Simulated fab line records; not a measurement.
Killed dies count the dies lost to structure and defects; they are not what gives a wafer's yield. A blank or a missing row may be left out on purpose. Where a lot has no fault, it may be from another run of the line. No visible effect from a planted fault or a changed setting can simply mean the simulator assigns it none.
Which tool is to blame? + flow nand_harc + route of 1302 steps, sampled at 1 step: 14 lots, 38 wafers

== WHAT THE GAUGES SHOWED, per wafer ==
NHARC_A_BLC_INSPECT_12.
| lot  | measured     | on                | raw_defect_count |
|------|--------------|-------------------|------------------|
| L608 | day 21 18:22 | defect_inspect-02 | 116 137 120      |
| L609 | day 22 05:31 | defect_inspect-01 | 15 25 23         |
| L607 | day 22 08:20 | defect_inspect-01 | 104 106 98       |
| L618 | day 25 22:24 | defect_inspect-02 | 111              |
| L620 | day 26 12:16 | defect_inspect-01 | 59               |
| L621 | day 27 06:04 | defect_inspect-01 | 83 74 81         |
| L622 | day 27 15:45 | defect_inspect-01 | 87 87 90         |
| L623 | day 27 23:43 | defect_inspect-01 | 127 113 111      |
| L624 | day 28 02:55 | defect_inspect-02 | 57 57 67         |
| L625 | day 28 19:53 | defect_inspect-01 | 73 81 76         |
| L628 | day 30 00:53 | defect_inspect-02 | 78 82 87         |
| L627 | day 30 02:05 | defect_inspect-01 | 86 80 77         |
| L630 | day 31 02:52 | defect_inspect-02 | 140 138 136      |
| L629 | day 31 07:44 | defect_inspect-01 | 55 57 47         |

== WHAT TOOL EACH LOT RAN ON (gives the tool, then ch and the chambers of the sampled wafers, and finally the start) ==
Before these readings, the record contains no process step.

== AS READ BY THE TOOLS THEMSELVES (means over the sampled wafers that have a number; for cases with no such wafer, the mark the record gives instead) ==
The record holds no such reading with a usual standard deviation.

== THE ANSWER, worked out from the rows above alone ==
Rule: usual is defined by the lots themselves. Put in order of their means at a reading, lots are off if they are a third of the lots or fewer, leave a main group of 4 or more, and stand apart from it by a gap of 3 or more times the standard deviation of the main group's means; of several such gaps the widest counts. The tables above print the reading to a certain number of digits; a main group whose means all agree to those digits is not used. A lot without any number at a reading at which 4 lots or more have one is off too. Any other lot the step has rows for is counted as sound. After the gauges, taken in route order, come the tools' own readings; for these a lot's mean is taken, as printed above. The first step at which some lot is off is used, and at that step the reading that is off furthest; a lot without a number counts as furthest.
No lot is off at any reading shown: from this, nothing can be told.

== WHAT WAS PUT IN BY THE SIMULATOR ==
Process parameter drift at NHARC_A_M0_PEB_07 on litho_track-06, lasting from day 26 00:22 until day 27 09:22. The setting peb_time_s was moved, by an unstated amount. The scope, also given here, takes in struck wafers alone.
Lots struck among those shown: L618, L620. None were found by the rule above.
